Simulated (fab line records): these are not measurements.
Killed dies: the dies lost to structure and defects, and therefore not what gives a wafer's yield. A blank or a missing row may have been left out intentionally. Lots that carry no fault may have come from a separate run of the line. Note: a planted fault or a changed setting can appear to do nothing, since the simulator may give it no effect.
What tool caused it?	flow nandHarc	24 lots, 72 wafers sampled, at 6 steps of a route of 1159

WHAT THE GAUGES SHOWED, per wafer
Not one reading of a measure or inspect step in the record can be checked against a usual standard deviation.

WHAT TOOL EACH LOT RAN ON (gives the tool, then ch and the chambers of the sampled wafers, and finally the start)
lot	NHARC_A_WL_FILL_ETCHBACK_05	NHARC_A_WL_FILL_CMP_12	NHARC_A_CONTACT_ETCH_111	NHARC_A_CONTACT_ETCH_121	NHARC_A_CONTACT_ETCH_96	NHARC_A_CONTACT_STRIP_55
L078	rieMetal-03 ch 0,1, day 15 10:06	cmp-04 ch 0,2,3, day 16 04:55	harCapEtch-01 ch 0,1, day 16 16:45	harCapEtch-01 ch 0,1, day 16 17:46	rieDiel-01 ch 0,2,3, no start	rieDiel-01 ch 0,1,2, no start
L076	rieMetal-02 ch 0,1, day 15 10:59	cmp-04 ch 0,3, day 16 11:01	harCapEtch-03 ch 0,1, day 16 21:39	harCapEtch-03 ch 0,1, day 16 22:40	rieDiel-07 ch 0,1,3, no start	rieDiel-07 ch 0,1, no start
L075	rieMetal-01 ch 0,1, day 15 12:55	cmp-03 ch 1,2,3, day 16 15:13	harCapEtch-01 ch 0,1, day 16 23:37	harCapEtch-01 ch 0,1, day 17 00:36	rieDiel-01 ch 1,2,3, no start	rieDiel-03 ch 0,2,3, no start
L079	rieMetal-03 ch 0,1, day 15 15:47	cmp-02 ch 0,2,3, day 16 10:56	harCapEtch-01 ch 0,1, day 16 20:52	harCapEtch-01 ch 0,1, day 16 21:52	rieDiel-07 ch 1,2,3, no start	rieDiel-07 ch 0,1,3, no start
L074	rieMetal-02 ch 0,1, day 15 16:02	cmp-03 ch 1,2,3, day 16 19:29	harCapEtch-03 ch 0,1, day 17 03:29	harCapEtch-03 ch 0,1, day 17 04:31	rieDiel-03 ch 0,3, day 17 05:40	rieDiel-01 ch 0,2,3, no start
L077	rieMetal-03 ch 0,1, day 15 18:32	cmp-03 ch 0,1,2, day 16 18:56	harCapEtch-01 ch 0,1, day 17 04:00	harCapEtch-01 ch 0,1, day 17 05:00	rieDiel-03 ch 0,3, day 17 06:02	rieDiel-03 ch 0,2,3, no start
L080	rieMetal-01 ch 0,1, day 16 13:49	cmp-02 ch 0,1,3, day 17 11:05	harCapEtch-01 ch 0,1, day 17 18:43	harCapEtch-01 ch 0,1, day 17 19:41	rieDiel-01 ch 0,2,3, no start	rieDiel-01 ch 0,1,2, no start
L083	rieMetal-02 ch 0,1, day 17 01:19	cmp-03 ch 2,3, day 17 23:05	harCapEtch-03 ch 0,1, day 18 04:42	harCapEtch-03 ch 0,1, day 18 05:43	rieDiel-03 ch 1,2, no start	rieDiel-07 ch 0,1,2, no start
L082	rieMetal-01 ch 0,1, day 17 04:10	cmp-04 ch 2,3, day 18 04:29	harCapEtch-01 ch 0,1, day 18 12:06	harCapEtch-01 ch 0,1, day 18 13:07	rieDiel-07 ch 0,3, no start	rieDiel-01 ch 0,2,3, no start
L084	rieMetal-01 ch 0, day 17 13:52	cmp-04 ch 0,1,3, day 18 10:51	harCapEtch-02 ch 0,1, day 18 17:37	harCapEtch-02 ch 0,1, day 18 18:37	rieDiel-03 ch 0,1,3, no start	rieDiel-07 ch 0,2,3, no start
L081	rieMetal-02 ch 0,1, day 17 13:56	cmp-03 ch 1,2,3, day 18 10:56	harCapEtch-01 ch 0,1, day 18 19:00	harCapEtch-01 ch 0,1, day 18 20:01	rieDiel-07 ch 2,3, no start	rieDiel-07 ch 1,2, no start
L085	rieMetal-01 ch 0, day 18 00:21	cmp-03 ch 0,1,2, day 18 21:34	harCapEtch-01 ch 0,1, day 19 03:09	harCapEtch-01 ch 0,1, day 19 04:10	rieDiel-07 ch 1,2,3, no start	rieDiel-07 ch 0,1,3, no start
L089	rieMetal-02 ch 1, day 18 01:55	cmp-03 ch 0,1,3, day 18 21:44	harCapEtch-02 ch 0,1, day 19 04:02	harCapEtch-02 ch 0,1, day 19 05:02	rieDiel-01 ch 0,1,3, no start	rieDiel-01 ch 2,3, no start
L087	rieMetal-02 ch 0,1, day 18 13:41	cmp-03 ch 1,2, day 19 12:59	harCapEtch-03 ch 0,1, day 19 19:58	harCapEtch-03 ch 0,1, day 19 20:59	rieDiel-07 ch 0,3, day 19 21:56	rieDiel-07 ch 0,2,3, no start
L086	rieMetal-03 ch 0,1, day 18 13:44	cmp-04 ch 1,2,3, day 19 13:01	harCapEtch-01 ch 0,1, day 19 20:25	harCapEtch-01 ch 0,1, day 19 21:27	rieDiel-03 ch 1,2,3, no start	rieDiel-03 ch 1,3, no start
L090	rieMetal-03 ch 0,1, day 19 00:52	cmp-04 ch 0,3, day 20 01:06	harCapEtch-02 ch 0,1, day 20 07:30	harCapEtch-02 ch 0,1, day 20 08:35	rieDiel-03 ch 0,1,3, no start	rieDiel-07 ch 0,2,3, no start
L088	rieMetal-01 ch 0, day 19 01:07	cmp-02 ch 1,2,3, day 20 00:43	harCapEtch-01 ch 0,1, day 20 06:19	harCapEtch-01 ch 0,1, day 20 07:20	rieDiel-01 ch 0,2, no start	rieDiel-01 ch 0,2,3, no start
L092	rieMetal-02 ch 0,1, day 19 06:52	cmp-02 ch 0,1,3, day 20 06:45	harCapEtch-02 ch 0,1, day 20 14:09	harCapEtch-02 ch 0,1, day 20 15:08	rieDiel-01 ch 0,2,3, no start	rieDiel-01 ch 2,3, no start
L091	rieMetal-03 ch 0,1, day 19 07:03	cmp-04 ch 0,2,3, day 20 06:17	harCapEtch-01 ch 0,1, day 20 13:17	harCapEtch-01 ch 0,1, day 20 14:17	rieDiel-03 ch 0,2,3, no start	rieDiel-07 ch 0,1,2, no start
L094	rieMetal-03 ch 0,1, day 19 20:23	cmp-04 ch 0,1,2, day 20 17:52	harCapEtch-02 ch 0,1, day 20 23:31	harCapEtch-02 ch 0,1, day 21 00:31	rieDiel-03 ch 2,3, no start	rieDiel-07 ch 0,2,3, no start
L093	rieMetal-01 ch 0,1, day 19 20:48	cmp-04 ch 0,1,2, day 20 18:20	harCapEtch-03 ch 0,1, day 21 00:05	harCapEtch-03 ch 0,1, day 21 01:05	rieDiel-03 ch 0,2, no start	rieDiel-01 ch 1,3, no start
L095	rieMetal-02 ch 0,1, day 20 11:14	cmp-03 ch 1,2, day 21 13:35	harCapEtch-03 ch 0,1, day 21 19:37	harCapEtch-03 ch 0,1, day 21 20:37	rieDiel-07 ch 1,2, day 21 21:37	rieDiel-07 ch 2,3, no start
L097	rieMetal-03 ch 1, day 20 11:38	cmp-02 ch 0,3, day 21 12:57	harCapEtch-01 ch 0, day 21 18:38	harCapEtch-01 ch 0, day 21 19:38	rieDiel-07 ch 2, day 21 20:50	rieDiel-01 ch 1,3, no start
L096	rieMetal-01 ch 0,1, day 20 14:04	cmp-03 ch 0,2,3, day 21 17:56	harCapEtch-02 ch 0,1, day 21 23:50	harCapEtch-02 ch 0,1, day 22 00:51	rieDiel-01 ch 0,3, no start	rieDiel-03 ch 0,2, no start
- NHARC_A_WL_FILL_ETCHBACK_05: etches the open film in Cl2/BCl3, target depth 22 nm, time 60 s.
- NHARC_A_WL_FILL_CMP_12: polishes, t overpolish 30 s, target thk 75 nm.
- NHARC_A_CONTACT_ETCH_111: etches the open film in C4F8/O2/Ar, time 140 s, target depth 700 nm.
- NHARC_A_CONTACT_ETCH_121: etches the open film in C4F8/O2/Ar, time 94 s, target depth 922 nm.
- NHARC_A_CONTACT_ETCH_96: etches the open film in C4F6/O2, target depth 20 nm, time 10 s.
- NHARC_A_CONTACT_STRIP_55: strips in O2.

AS READ BY THE TOOLS THEMSELVES (means over the sampled wafers that have a number; for cases with no such wafer, the mark the record gives instead)
NHARC_A_WL_FILL_ETCHBACK_05.
lot	tool	drypumpMotorCurrentA (A)	oesProductAu (a.u.)
L078	rieMetal-03	5.8	0.993
L076	rieMetal-02	5.6	1.005
L075	rieMetal-01	5.9	0.998
L079	rieMetal-03	5.8	0.995
L074	rieMetal-02	5.8	1.003
L077	rieMetal-03	5.8	0.994
L080	rieMetal-01	5.9	0.996
L083	rieMetal-02	5.7	0.995
L082	rieMetal-01	5.9	0.995
L084	rieMetal-01	5.2	0.999
L081	rieMetal-02	5.8	1.005
L085	rieMetal-01	5.2	0.997
L089	rieMetal-02	5.9	1.007
L087	rieMetal-02	5.6	1.003
L086	rieMetal-03	5.4	1.001
L090	rieMetal-03	5.4	0.991
L088	rieMetal-01	5.3	1.001
L092	rieMetal-02	5.7	1.005
L091	rieMetal-03	5.4	0.997
L094	rieMetal-03	5.4	0.999
L093	rieMetal-01	5.6	1.000
L095	rieMetal-02	5.6	1.009
L097	rieMetal-03	6.2	1.003
L096	rieMetal-01	5.6	1.004

NHARC_A_WL_FILL_CMP_12.
lot	tool	motorCurrentA (A)	overpolishRunS (s)	retainingRingPressureFrac	slurryFilterDpKPa (kPa)	timeToEndpointS (s)
L078	cmp-04	11.0	30.005	1.001	13.32	16.3
L076	cmp-04	11.5	29.997	1.006	13.42	17.3
L075	cmp-03	11.6	30.001	1.000	13.56	12.6
L079	cmp-02	12.8	29.996	1.007	13.51	16.4
L074	cmp-03	11.5	29.999	1.001	13.51	11.6
L077	cmp-03	11.7	30.003	1.003	13.50	15.1
L080	cmp-02	13.4	29.997	0.993	13.67	18.5
L083	cmp-03	12.2	29.997	0.998	13.58	15.1
L082	cmp-04	10.5	30.007	1.001	13.53	12.3
L084	cmp-04	12.2	30.004	0.999	13.49	16.7
L081	cmp-03	11.6	30.007	1.000	13.39	12.3
L085	cmp-03	11.8	30.006	1.000	13.37	14.1
L089	cmp-03	11.6	30.004	0.999	13.51	13.9
L087	cmp-03	11.6	29.994	1.001	13.51	14.9
L086	cmp-04	11.9	30.001	1.003	13.55	15.7
L090	cmp-04	11.7	30.003	1.003	13.50	18.6
L088	cmp-02	12.3	29.999	1.003	13.55	14.4
L092	cmp-02	13.2	29.997	1.000	13.40	14.1
L091	cmp-04	11.0	29.991	0.997	13.58	17.7
L094	cmp-04	11.0	29.992	1.002	13.39	14.9
L093	cmp-04	11.1	30.002	1.000	13.44	17.3
L095	cmp-03	11.8	30.010	0.999	13.42	16.1
L097	cmp-02	13.7	30.000	1.004	13.59	13.7
L096	cmp-03	12.2	30.000	0.999	13.52	16.4

NHARC_A_CONTACT_ETCH_96.
lot	tool	biasW (W)	drypumpMotorCurrentA (A)	mfcArSccm (sccm)	oesProductAu (a.u.)	rfVppV (V)	showerheadPlenumPTorr (Torr)	throttleValvePct (%)
L078	rieDiel-01	499.6	5.84	500.4	0.995	544	3.80	26.907
L076	rieDiel-07	498.9	5.78	501.2	0.993	548	3.96	26.903
L075	rieDiel-01	500.1	5.75	501.2	1.004	543	3.73	26.904
L079	rieDiel-07	498.5	5.78	501.0	0.947	547	3.88	26.905
L074	rieDiel-03	498.4	6.06	501.6	0.969	545	3.87	26.900
L077	rieDiel-03	500.3	5.96	498.6	0.966	546	3.87	26.904
L080	rieDiel-01	500.7	5.84	500.1	0.988	544	3.80	26.905
L083	rieDiel-03	498.9	6.23	498.3	0.965	553	4.22	26.909
L082	rieDiel-07	499.3	5.88	501.3	0.932	546	3.89	26.902
L084	rieDiel-03	499.8	6.04	500.4	0.985	547	3.98	26.904
L081	rieDiel-07	498.2	5.81	499.9	1.000	543	3.74	26.902
L085	rieDiel-07	499.9	5.78	500.8	1.013	546	3.88	26.904
L089	rieDiel-01	501.6	5.72	498.9	0.946	544	3.81	26.899
L087	rieDiel-07	498.3	5.88	500.4	1.002	546	3.89	26.903
L086	rieDiel-03	501.2	6.20	499.2	0.999	550	4.10	26.902
L090	rieDiel-03	498.7	6.04	499.9	0.963	548	3.97	26.903
L088	rieDiel-01	500.6	6.12	501.2	0.938	546	3.90	26.898
L092	rieDiel-01	501.3	5.84	498.3	0.961	544	3.78	26.897
L091	rieDiel-03	499.6	6.10	500.7	0.958	548	3.97	26.894
L094	rieDiel-03	500.0	6.22	501.9	0.934	547	3.97	26.907
L093	rieDiel-03	499.9	6.14	501.0	0.998	549	4.09	26.898
L095	rieDiel-07	500.3	5.85	500.2	1.016	546	3.87	26.898
L097	rieDiel-07	501.0	5.96	499.6	1.013	543	3.73	26.900
L096	rieDiel-01	499.1	5.52	499.4	0.981	551	4.15	26.893

NHARC_A_CONTACT_STRIP_55.
lot	tool	drypumpMotorCurrentA (A)	mfcArSccm (sccm)	oesProductAu (a.u.)	rfVppV (V)	showerheadPlenumPTorr (Torr)	throttleValvePct (%)
L078	rieDiel-01	6.05	0.003	0.990	58.1	3.46	17.035
L076	rieDiel-07	5.76	0.000	1.000	57.8	3.70	17.034
L075	rieDiel-03	6.11	0.008	1.004	56.7	3.41	17.042
L079	rieDiel-07	5.77	0.001	0.996	58.5	3.57	17.035
L074	rieDiel-01	5.85	0.004	0.994	57.8	3.41	17.035
L077	rieDiel-03	6.11	0.008	1.006	57.3	3.41	17.029
L080	rieDiel-01	6.05	0.003	0.992	57.3	3.45	17.031
L083	rieDiel-07	5.85	0.000	1.007	58.6	3.56	17.036
L082	rieDiel-01	5.83	0.004	0.999	57.4	3.41	17.040
L084	rieDiel-07	5.89	0.001	1.001	57.4	3.43	17.031
L081	rieDiel-07	5.86	0.000	1.007	58.0	3.49	17.042
L085	rieDiel-07	5.78	0.001	1.005	58.7	3.56	17.032
L089	rieDiel-01	5.56	0.003	0.999	57.1	3.30	17.036
L087	rieDiel-07	5.87	0.001	1.005	58.3	3.42	17.038
L086	rieDiel-03	6.15	0.000	1.000	58.1	3.58	17.035
L090	rieDiel-07	5.89	0.001	1.000	57.3	3.42	17.040
L088	rieDiel-01	5.83	0.004	1.003	57.4	3.40	17.032
L092	rieDiel-01	5.54	0.003	1.002	57.0	3.30	17.039
L091	rieDiel-07	5.85	0.000	1.011	57.7	3.56	17.036
L094	rieDiel-07	5.86	0.001	1.005	57.5	3.42	17.039
L093	rieDiel-01	5.65	0.001	1.008	58.2	3.34	17.038
L095	rieDiel-07	5.79	0.001	1.005	57.5	3.35	17.028
L097	rieDiel-01	5.64	0.001	0.994	58.2	3.52	17.035
L096	rieDiel-03	5.99	0.008	1.012	58.3	3.57	17.040

THE ANSWER, worked out from the rows above alone
Rule: what is usual is taken from the lots themselves. The widest of any qualifying gaps counts: lots, ordered by their means at a reading, are off when they make up no more than a third of the lots, leave a main group of 4 or more, and stand apart from it by 3 or more times the standard deviation of that group's means. Not used: any main group whose means are identical at the precision the tables above print for the reading. Also off: a lot with no number at a reading for which 4 or more lots have one. Where the step has rows for the other lots, those lots are counted as sound. First the gauges in route order, then the tools' own readings, where a lot's mean is used as printed above. The first step at which some lot is off is used, and at that step the reading that is off furthest; a lot without a number counts as furthest.
No lot is off on any of the readings shown, so nothing can be concluded from this.

WHAT WAS PUT IN BY THE SIMULATOR
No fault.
